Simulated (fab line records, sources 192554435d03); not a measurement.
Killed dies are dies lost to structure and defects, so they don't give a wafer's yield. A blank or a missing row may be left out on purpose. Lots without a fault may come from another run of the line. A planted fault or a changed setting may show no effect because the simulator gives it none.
fab line records | flow n5_finfet
record lots=7 wafers=21 last_day=19
route steps=1938 shown BEOL_M4@1106 BEOL_M5@1112 PASSIVATION@1936
lots that met no fault: from a run of the same line without faults
start_h: hours from the record's first day to the start of the lot's first wafer shown | wait_h: hours since the lot's step before | " the same as in the row above | L1.1+2: a row that stands for several wafers | - no value, or no start given | * or withheld: withheld | < > ~ a bound
route shown NAME@n: a module of which the file shows steps, and the number in the route of the first | usual: mean/standard deviation of fault-free wafers | same: alike in all rows | chamber/n: place in a boat | sites: the reading at each site | _std_site: their standard deviation | _edge_site: outer sites' mean less inner sites' | radius_mm: how far each site lies from the wafer's centre | mask NAME#n: copy n | behind: the tool/chamber that last shaped the wafer | hold: why the lot was held/for how many hours/how that ended | device: the transistor (n, p or np) that didn't switch | end of line: the same wafers' tests at the end of the route | a step without rows: its recipe alone | killed: dies lost to structure and defects at the first sort, not the wafer's yield | map: a wafer's dies, x killed, . not, _ none there
set.NAME: the setting as run; set.NAME@STEP: as run at that earlier step | model.NAME: the simulator's own value behind a step, which no gauge read
lots at some steps of the route; a table a step, a row a wafer
services: from which hour (start_h, from the record's first day; less than 0 if before it) a tool's chamber was out of use, for how many hours, and why
## steps
# step N5_BEOL_M4_CO_CAP_55
# recipe material=Co target_thk_a=20 temp_c=200 precursor=CCTBA/H2 pressure_torr=30 time_s=102.1
# usual heater_power_w=220/17
# columns lot.wafer tool chamber start_h wait_h heater_power_w since_wet_clean_h
L826.1 cvd_co-02 2 241.99 0.0 230 543
L826.3 " 1 " " 238 105
L826.5 " 1 " " 242 -
L830.2 cvd_co-01 2 247.83 0.0 201 330
L830.3 " 1 " " 227 1227
L830.5 " 0 " " 199 -
L835.2 cvd_co-02 2 276.58 0.0 241 577
L835.3 " 1 " " 248 140
L835.5 " 1 " " 246 -
L834.1 cvd_co-01 0 276.62 0.0 203 818
L834.3 " 1 " " 232 1255
L834.5 " 1 " " 227 -
L838.3 cvd_co-01 0 286.71 0.0 204 828
L838.4 " 1 " " 225 -
L838.6 " 2 " " 203 -
L847.1 cvd_co-01 2 347.31 0.0 203 429
L847.3 " 2 " " 200 -
L847.6 " 0 " " 203 -
L848.1 cvd_co-01 2 349.15 0.0 206 431
L848.4 " 0 " " 206 -
L848.5 " 2 " " 204 -
# step N5_BEOL_M4_PRE_CLEAN_56
# recipe gas=NH3 time_s=15 temp_c=withheld rf_power_w=300
# step N5_BEOL_M4_DEP_57
# recipe material=SiCN target_thk_a=80 temp_c=withheld precursor=3MS/NH3 pressure_torr=3 rf_w=202 time_s=14
# step N5_BEOL_M4_RS_MEAS_58
# recipe thk_meas_gauge=four-point-probe reads=Co_of_BEOL_M4_CO_CAP_55+Cu_of_BEOL_M4_ECD_50+Co_of_BEOL_M4_CVD_47+TaN_of_BEOL_M4_ALD_84
# usual M4_RS=0.68/0.034
# columns lot.wafer tool chamber start_h wait_h M4_RS[ohm/sq]
L826.1 film_metro-02 - 242.29 0.1 0.67
L826.3 " - " " 0.67
L826.5 " - " " 0.68
L830.2 film_metro-01 - 248.02 0.1 0.67
L830.3 " - " " 0.68
L830.5 " - " " 0.69
L835.2 film_metro-01 - 276.77 0.1 0.71
L835.3 " - " " 0.73
L835.5 " - " " 0.68
L834.1 film_metro-02 - 276.81 0.0 0.65
L834.3 " - " " 0.67
L834.5 " - " " 0.63
L838.3 film_metro-01 - 286.90 0.1 0.65
L838.4 " - " " 0.64
L838.6 " - " " 0.71
L847.1 film_metro-02 - 347.53 0.0 0.67
L847.3 " - " " 0.67
L847.6 " - " " 0.68
L848.1 film_metro-01 - 349.37 0.0 0.72
L848.4 " - " " 0.70
L848.5 " - " " 0.67
# step N5_BEOL_M4_INSPECT_59
# recipe inspect_instrument=darkfield mode=post_dep
# usual raw_defect_count=73/20
# columns lot.wafer tool chamber start_h wait_h raw_defect_count
L826.1 defect_inspect-02 - 242.32 0.0 73
L826.3 " - " " 84
L826.5 " - " " 114
L830.2 defect_inspect-01 - 248.04 0.0 56
L830.3 " - " " 61
L830.5 " - " " 60
L835.2 defect_inspect-02 - 276.79 0.0 42
L835.3 " - " " 59
L835.5 " - " " 70
L834.1 defect_inspect-01 - 276.83 0.0 72
L834.3 " - " " 74
L834.5 " - " " 77
L838.3 defect_inspect-01 - 286.92 0.0 100
L838.4 " - " " 96
L838.6 " - " " 92
L847.1 defect_inspect-02 - 347.55 0.0 82
L847.3 " - " " 60
L847.6 " - " " 98
L848.1 defect_inspect-02 - 349.40 0.0 36
L848.4 " - " " 61
L848.5 " - " " 65
# step N5_BEOL_M4_RC_MEAS_101
# usual DIBL_N=35.8/1.7 DIBL_P=35.3/2 IOFF_N=0.150/0.026 IOFF_P=0.194/0.029 ION_N=667/11 ION_P=456/7.1 SS_N=71.4/0.65 SS_P=73.1/0.64 VT_N=251/3 VT_P=-252/3.2
# columns lot.wafer tool chamber start_h wait_h DIBL_N[mV/V] DIBL_P[mV/V] IOFF_N[nA/um] IOFF_P[nA/um] ION_N[uA/um] ION_P[uA/um] SS_N[mV/dec] SS_P[mV/dec] VT_N[mV] VT_P[mV]
L826.1 prober-01 0 242.34 0.0 36.9 37.8 0.179 0.212 673 457 71.9 73.9 245 -250
L826.3 " 0 " " 34.6 34.3 0.137 0.184 660 452 70.8 72.6 251 -254
L826.5 " 0 " " 37.1 36.9 0.160 0.201 660 451 71.5 73.7 248 -252
L830.2 prober-02 0 248.22 0.2 36.9 37.5 0.171 0.218 673 463 71.9 73.5 247 -251
L830.3 " 0 " " 34.6 34.5 0.138 0.170 675 460 71.3 73.3 252 -254
L830.5 " 0 " " 31.0 30.2 0.091 0.125 657 448 70.7 72.0 257 -257
L834.1 prober-01 0 276.86 0.0 36.7 37.7 0.203 0.258 695 473 72.1 73.8 245 -245
L834.3 " 0 " " 34.6 35.8 0.151 0.226 674 463 71.8 73.1 249 -249
L834.5 " 0 " " 32.9 34.1 0.127 0.200 660 464 70.6 72.9 251 -250
L835.2 prober-02 0 276.97 0.2 33.1 31.7 0.117 0.160 661 457 70.1 72.4 251 -254
L835.3 " 0 " " 34.5 31.8 0.126 0.158 680 459 70.9 73.3 252 -255
L835.5 " 0 " " 38.0 37.0 0.185 0.239 683 463 71.2 73.1 248 -248
L838.3 prober-01 0 287.26 0.3 36.0 35.9 0.151 0.202 671 460 70.7 73.5 250 -251
L838.4 " 0 " " 33.9 32.7 0.123 0.162 656 453 71.0 72.5 252 -254
L838.6 " 0 " " 33.7 33.0 0.113 0.160 656 453 70.8 72.3 253 -254
L847.1 prober-02 0 347.58 0.0 36.7 35.5 0.155 0.222 672 466 71.4 73.3 251 -249
L847.3 " 0 " " 37.9 36.6 0.179 0.236 676 468 71.4 74.4 248 -250
L847.6 " 0 " " 38.9 37.1 0.201 0.247 681 461 71.9 73.6 247 -248
L848.1 prober-02 0 349.42 0.0 37.4 38.4 0.191 0.199 681 451 71.3 74.2 247 -255
L848.4 " 0 " " 38.1 39.3 0.192 0.207 677 453 72.0 74.2 247 -252
L848.5 " 0 " " 34.7 35.7 0.144 0.164 666 447 71.4 73.0 248 -255
# step N5_BEOL_M5_ILD_DEP_00
# recipe material=SiCOH_lowk target_thk_a=1406.4 temp_c=300 precursor=DEMS/porogen pressure_torr=5 rf_w=500 time_s=25.9
# usual heater_power_w=322/58 showerhead_plenum_p_Torr=5.740/0.017 throttle_valve_pct=13.7/0.65
# columns lot.wafer tool chamber start_h wait_h heater_power_w showerhead_plenum_p_Torr since_wet_clean_h throttle_valve_pct
L826.1 pecvd-02 1 243.32 0.8 328 5.727 2035 13.0
L826.3 " 2 " " 329 5.744 556 14.2
L826.5 " 0 " " 235 5.747 - 14.7
L830.2 pecvd-02 2 249.03 0.7 350 5.761 561 14.0
L830.3 " 1 " " 329 5.727 2040 12.9
L830.5 " 1 " " 332 5.711 - 13.1
L835.2 pecvd-04 2 277.78 0.7 447 5.767 409 13.4
L835.3 " 0 " " 321 5.757 1163 14.5
L835.5 " 2 " " 457 5.762 - 13.2
L834.1 pecvd-02 1 277.83 0.8 324 5.729 2069 13.2
L834.3 " 2 " " 336 5.751 - 14.2
L834.5 " 2 " " 344 5.750 - 14.2
L838.3 pecvd-03 1 287.93 0.5 268 5.728 - 14.3
L838.4 " 0 " " 399 5.736 - 14.0
L838.6 " 1 " " 274 5.726 - 14.3
L847.1 pecvd-02 1 348.54 0.8 317 5.722 2140 12.9
L847.3 " 2 " " 400 5.750 661 14.3
L847.6 " 2 " " 391 5.750 - 14.0
L848.1 pecvd-04 1 350.38 0.8 295 5.713 1961 13.2
L848.4 " 2 " " 379 5.759 - 13.4
L848.5 " 0 " " 327 5.758 - 14.2
# step N5_BEOL_M5_CURE_79
# recipe temp_c=385 time_s=240 ambient=He/Ar material=SiCOH_lowk
# usual lamp_power_pct=52.31/0.056 wafer_temp_C_max=387.0/0.73
# columns lot.wafer tool chamber start_h wait_h lamp_power_pct wafer_temp_C_max
L826.1 uv_cure-03 1 243.38 0.0 52.27 388.5
L826.3 " 1 " " 52.26 387.7
L826.5 " 1 " " 52.31 387.9
L830.2 uv_cure-03 0 249.17 0.1 52.23 388.6
L830.3 " 0 " " 52.28 388.5
L830.5 " 0 " " 52.27 387.8
L834.1 uv_cure-03 0 277.91 0.1 52.29 387.7
L834.3 " 0 " " 52.30 387.3
L834.5 " 0 " " 52.30 387.3
L835.2 uv_cure-01 0 277.92 0.1 52.31 386.6
L835.3 " 0 " " 52.35 386.5
L835.5 " 0 " " 52.34 386.7
L838.3 uv_cure-02 0 288.15 0.2 52.26 386.1
L838.4 " 0 " " 52.21 387.3
L838.6 " 0 " " 52.23 386.7
L847.1 uv_cure-03 0 348.60 0.0 52.33 387.7
L847.3 " 0 " " 52.32 387.9
L847.6 " 0 " " 52.30 387.8
L848.1 uv_cure-03 2 350.44 0.0 52.33 386.2
L848.4 " 2 " " 52.25 386.8
L848.5 " 2 " " 52.35 386.4
# step N5_BEOL_M5_THK_MEAS_01
# recipe reads=SiCOH_lowk_of_BEOL_M5_ILD_DEP_00
# usual M5_ILD_THK=121.7/1.6
# columns lot.wafer tool chamber start_h wait_h M5_ILD_THK[nm]
L826.1 film_metro-01 - 243.89 0.4 121.9
L826.3 " - " " 121.0
L826.5 " - " " 123.2
L830.2 film_metro-02 - 249.60 0.4 121.2
L830.3 " - " " 123.4
L830.5 " - " " 124.3
L835.2 film_metro-02 - 278.35 0.4 122.9
L835.3 " - " " 121.8
L835.5 " - " " 125.6
L834.1 film_metro-02 - 278.42 0.4 122.1
L834.3 " - " " 121.2
L834.5 " - " " 122.6
L838.3 film_metro-01 - 288.50 0.3 121.7
L838.4 " - " " 119.7
L838.6 " - " " 121.8
L847.1 film_metro-01 - 349.12 0.4 123.9
L847.3 " - " " 121.0
L847.6 " - " " 123.3
L848.1 film_metro-01 - 350.96 0.4 120.7
L848.4 " - " " 122.7
L848.5 " - " " 124.2
# step N5_BEOL_M5_PECVD_70
# recipe material=SiO2 target_thk_a=160 temp_c=400 precursor=TEOS/O2 pressure_torr=5.5 rf_w=450 teos_flow_sccm=53.8 gas=O2 flow_sccm=3000 time_s=18
# usual heater_power_w=719/110 showerhead_plenum_p_Torr=8.79/0.066 throttle_valve_pct=22.2/1
# columns lot.wafer tool chamber start_h wait_h heater_power_w showerhead_plenum_p_Torr since_wet_clean_h throttle_valve_pct
L826.1 pecvd-02 0 243.93 0.0 536 8.85 1310 23.1
L826.3 " 2 " " 839 8.83 556 22.7
L826.5 " 2 " " 821 8.83 - 22.9
L830.2 pecvd-03 2 249.64 0.0 678 8.81 200 20.4
L830.3 " 0 " " 768 8.75 954 22.8
L830.5 " 2 " " 652 8.87 - 20.2
L835.2 pecvd-03 0 278.39 0.0 861 8.77 982 23.0
L835.3 " 1 " " 625 8.75 1707 23.4
L835.5 " 0 " " 864 8.75 - 22.7
L834.1 pecvd-03 1 278.46 0.0 631 8.72 1707 23.4
L834.3 " 0 " " 732 8.78 982 22.7
L834.5 " 2 " " 664 8.87 - 20.4
L838.3 pecvd-03 0 288.54 0.0 796 8.76 992 22.8
L838.4 " 1 " " 612 8.74 - 23.3
L838.6 " 0 " " 793 8.76 - 22.9
L847.1 pecvd-04 1 349.15 0.0 733 8.69 1959 21.2
L847.3 " 0 " " 676 8.86 1234 23.3
L847.6 " 1 " " 733 8.68 - 21.4
L848.1 pecvd-04 2 351.00 0.0 904 8.85 482 21.6
L848.4 " 2 " " 902 8.85 - 21.8
L848.5 " 0 " " 770 8.84 - 23.1
# step N5_BEOL_M5_HM_DEP_02
# recipe material=TiN target_thk_a=200 temp_c=25 chamber_pressure_pa=0.49996
# usual throttle_valve_pct=30.0/1.1
# columns lot.wafer tool chamber start_h wait_h throttle_valve_pct
L826.1 pvd_sputter-03 - 244.37 0.4 30.7
L826.3 " - " " 29.0
L826.5 " - " " 28.5
L830.2 pvd_sputter-03 - 250.08 0.4 30.5
L830.3 " - " " 28.4
L830.5 " - " " 30.7
L835.2 pvd_sputter-02 - 280.43 2.0 29.8
L835.3 " - " " 29.7
L835.5 " - " " 30.0
L834.1 pvd_sputter-02 - 280.53 2.1 30.1
L834.3 " - " " 30.4
L834.5 " - " " 29.6
L838.3 pvd_sputter-02 - 290.65 2.1 29.9
L838.4 " - " " 30.4
L838.6 " - " " 31.8
L847.1 pvd_sputter-01 - 349.64 0.5 27.6
L847.3 " - " " 30.1
L847.6 " - " " 30.3
L848.1 pvd_sputter-02 - 351.80 0.8 31.7
L848.4 " - " " 29.6
L848.5 " - " " 30.1
# step N5_BEOL_M5_COAT_59
# recipe resist=SOC temp_c=250 time_s=60 spin_rpm=1500 resist_thk_nm=60
# step N5_BEOL_M5_COAT_60
# recipe resist=SiARC temp_c=220 time_s=60 spin_rpm=1500 resist_thk_nm=12
# usual heater_power_total_W=427.6/2 run_length_s=65.89/0.18
# columns lot.wafer tool chamber start_h wait_h heater_power_total_W run_length_s
L826.1 litho_track-05 0 244.50 - 429.7 65.73
L826.3 " 0 " " 427.9 65.95
L826.5 " 0 " " 426.4 65.74
L830.2 litho_track-01 0 250.20 - 430.2 66.17
L830.3 " 0 " " 426.9 65.94
L830.5 " 0 " " 429.2 65.99
L835.2 litho_track-05 0 280.56 - 428.0 65.80
L835.3 " 0 " " 471.7 56.84
L835.5 " 0 " " 471.2 57.09
L834.1 litho_track-05 0 280.66 - 429.2 65.86
L834.3 " 0 " " 467.9 56.88
L834.5 " 0 " " 470.7 56.99
L838.3 litho_track-05 0 290.78 - 469.2 57.00
L838.4 " 0 " " 426.9 65.89
L838.6 " 0 " " 470.2 57.13
L847.1 litho_track-01 0 349.77 - 429.2 66.15
L847.3 " 0 " " 430.6 66.02
L847.6 " 0 " " 429.9 65.95
L848.1 litho_track-03 0 351.93 - 426.5 65.60
L848.4 " 0 " " 424.2 65.66
L848.5 " 0 " " 425.5 65.56
# step N5_BEOL_M5_COAT_71
# recipe resist=underlayer temp_c=205 time_s=60 spin_rpm=1500 resist_thk_nm=5
# step N5_PASSIVATION_PROBE_49
# usual defect_limited_yield=91.5/1.4 killed_at_M0_to_M3=34/11 killed_at_M4_up=15/6 killed_at_contacts=11/5.9 killed_at_front_end=37/11 killed_at_other=3.6/2.9 killed_dies=101/17 killed_open=66/12 killed_short=33/7.8 sort_bin_5_function=5.0/0.97 sort_bin_6_memory=3.2/0.65 sort_n_pass=1079/17 sort_yield_pct=91.4/1.4
# same gross_dies=1180 killed_at_back_side=0 sort_bin_4_leakage[%]=0 sort_bin_8_speed[%]=0
# columns lot.wafer tool chamber start_h wait_h defect_limited_yield[%] killed_at_M0_to_M3 killed_at_M4_up killed_at_contacts killed_at_front_end killed_at_other killed_dies killed_open killed_short sort_bin_5_function[%] sort_bin_6_memory[%] sort_n_pass sort_yield_pct[%]
L830.2 prober-02 - 354.66 0.1 91.3 27 12 8 53 3 103 74 28 5.7 2.8 1077 91.3
L830.3 prober-02 - 354.71 0.1 90.4 33 13 24 41 2 113 75 33 4.9 3.9 1067 90.4
L830.5 prober-02 - 354.81 0.2 90.9 27 28 21 30 1 107 67 38 5.4 3.2 1073 90.9
L835.3 prober-01 - 375.97 0.1 90.7 27 7 5 69 2 110 70 40 4.7 4.2 1070 90.7
L834.5 prober-01 - 381.58 0.2 90.7 28 7 8 67 0 110 78 31 5.3 3.9 1070 90.7
# killed by level:class
L830.2 FIN_SAQP:geometric_particle:open=11 STI_FIN_REVEAL:geometric_particle:open=10 GATE_CUT:geometric_particle:short=9 GATE_CUT:geometric_particle:open=8 BEOL_M3:geometric_particle:open=8 BEOL_M4:geometric_particle:open=8 BEOL_M2:geometric_particle:open=7 DUMMY_GATE:geometric_particle:open=5
L830.3 MOL_CONTACT_COAG:geometric_particle:open=20 GATE_CUT:geometric_particle:open=9 BEOL_M3:geometric_particle:open=9 FIN_SAQP:geometric_particle:open=7 DUMMY_GATE:geometric_particle:open=6 BEOL_M0_SAQP:geometric_particle:open=6 BEOL_M0_SAQP:geometric_particle:short=5 BEOL_M2:geometric_particle:short=5
L830.5 MOL_CONTACT_COAG:geometric_particle:open=18 BEOL_M4:geometric_particle:open=12 BEOL_M2:geometric_particle:open=7 BEOL_M2:geometric_particle:short=7 BEOL_M5:geometric_particle:short=7 BEOL_M3:geometric_particle:open=6 DUMMY_GATE:geometric_particle:open=5 STARTING-WAFER:geometric_particle:short=5
L835.3 STI_FIN_REVEAL:geometric_particle:open=26 FIN_SAQP:geometric_particle:open=8 BEOL_M1:geometric_particle:open=8 BEOL_M3:geometric_particle:open=7 STI_FIN_REVEAL:geometric_particle:short=6 STARTING-WAFER:geometric_particle:short=6 FIN_SAQP:geometric_particle:short=5 DUMMY_GATE:geometric_particle:open=5
L834.5 STI_FIN_REVEAL:geometric_particle:open=25 FIN_SAQP:geometric_particle:short=12 BEOL_M2:geometric_particle:open=11 FIN_SAQP:geometric_particle:open=8 BEOL_M0_SAQP:geometric_particle:open=6 DUMMY_GATE:geometric_particle:open=6 MOL_CONTACT_COAG:geometric_particle:open=5 STARTING-WAFER:geometric_particle:open=5
## services
# columns tool chamber start_h hours kind
uv_cure-02 - 221.45 7.5 pm
pvd_sputter-02 - 228.43 5.9 repair
uv_cure-01 - 228.81 1.4 repair
pecvd-03 1 229.11 16.5 scheduled_down
pecvd-03 - 229.72 4.3 pm
uv_cure-02 - 234.87 1.1 repair
pecvd-03 0 236.89 5.9 repair
pecvd-04 0 248.19 5.5 scheduled_down
uv_cure-03 - 259.69 0.6 repair
uv_cure-03 - 261.86 7.1 pm
pecvd-04 0 263.69 2.1 scheduled_down
litho_track-03 - 272.45 - consumable_replace:filter
pecvd-02 0 273.39 5.5 scheduled_down
pecvd-03 2 286.05 2.1 scheduled_down
pecvd-04 2 294.97 5.5 scheduled_down
pecvd-03 - 296.50 5.5 pm
pecvd-02 - 308.73 1.0 repair
cvd_co-02 - 311.30 0.4 repair
cvd_co-01 1 333.33 - clean
cvd_co-01 1 333.33 22.0 scheduled_down
cvd_co-01 1 333.33 22.0 vent_cycle
uv_cure-03 - 339.40 2.8 pm
uv_cure-02 - 343.51 0.6 repair
pecvd-03 - 346.72 1.8 repair
## key
first_sign step=N5_BEOL_M5_COAT_60 reading=run_length_s direction=down sigmas=48 usual=* struck=*
effect step=N5_BEOL_M5_COAT_60 reading=heater_power_total_W direction=up sigmas=21 usual=* struck=*
met_at N5_BEOL_M5_COAT_60
struck_wafers L834.3,L834.5,L835.3,L835.5,L838.3,L838.6
onset_between 244.50 280.56
fault kind=process_parameter_drift tool=litho_track-05 chamber=- onset_h=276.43 steps=N5_BEOL_M5_COAT_60 channel=time_s offset=* shape=step end_h=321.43 scope=struck_wafers_only acts_in=* stated=*
